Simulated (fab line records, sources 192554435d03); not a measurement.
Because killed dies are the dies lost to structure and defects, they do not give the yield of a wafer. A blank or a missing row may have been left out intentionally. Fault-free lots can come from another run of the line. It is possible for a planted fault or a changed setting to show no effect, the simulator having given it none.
A single fault, viewed from 2 desks | flow n5 finfet | every desk sees just its own numbers, and what lay behind them comes last

## FROM THE METROLOGY DESK
What the gauges read, lot by lot, whatever tool the lot ran on: means of the sampled wafers that have a number. A lot is out of limits, marked OUT, if its mean lies more than 4 standard deviations from the usual mean; the brackets give that distance.
Columns: A = M13_THK at N5_BEOL_M13_THK_MEAS_50, usual 416 nm; B = M13_RS at N5_BEOL_M13_RS_MEAS_54, usual 0.0449 ohm/sq
lot  | first seen here | A   | B
L435 | day 12 17:10    | 419 | 0.0446
L436 | day 12 18:50    | 423 | 0.0444
L437 | day 13 01:55    | 416 | 0.0452
L443 | day 15 02:39    | 417 | 0.0449
L449 | day 16 00:26    | 415 | 0.0448
L447 | day 16 01:07    | 416 | 0.0451
This desk's finding: nothing out of limits on any of the 6 lots.

## TOOL OWNER'S DESK, pecvd-03
The tool's own readings at N5_BEOL_M13_DEP_53 (deposits SiCN from 3MS/NH3, target thk 50 nm, time 17.8 s): means of the sampled wafers that have a number, for each lot that ran on this tool. A lot is out of limits, marked OUT, if its mean lies more than 4 standard deviations from the usual mean; the brackets give that distance.
Columns: A = showerhead plenum p Torr at N5_BEOL_M13_DEP_53, usual 4.158 Torr; B = throttle valve pct at N5_BEOL_M13_DEP_53, usual 17.8 %
lot  | first seen here | A     | B
L435 | day 12 17:13    | 4.142 | 17.9
L436 | day 12 18:54    | 4.173 | 18.2
L449 | day 16 00:30    | 4.136 | 18.4
L447 | day 16 01:11    | 4.163 | 18.4
This desk's finding: nothing out of limits on any of the 4 lots.

## ALL TOGETHER
Metrology desk: nothing out of limits seen.
Nothing out of limits was seen by the tool owner's desk.

## WHAT THE SIMULATOR HAD PUT IN
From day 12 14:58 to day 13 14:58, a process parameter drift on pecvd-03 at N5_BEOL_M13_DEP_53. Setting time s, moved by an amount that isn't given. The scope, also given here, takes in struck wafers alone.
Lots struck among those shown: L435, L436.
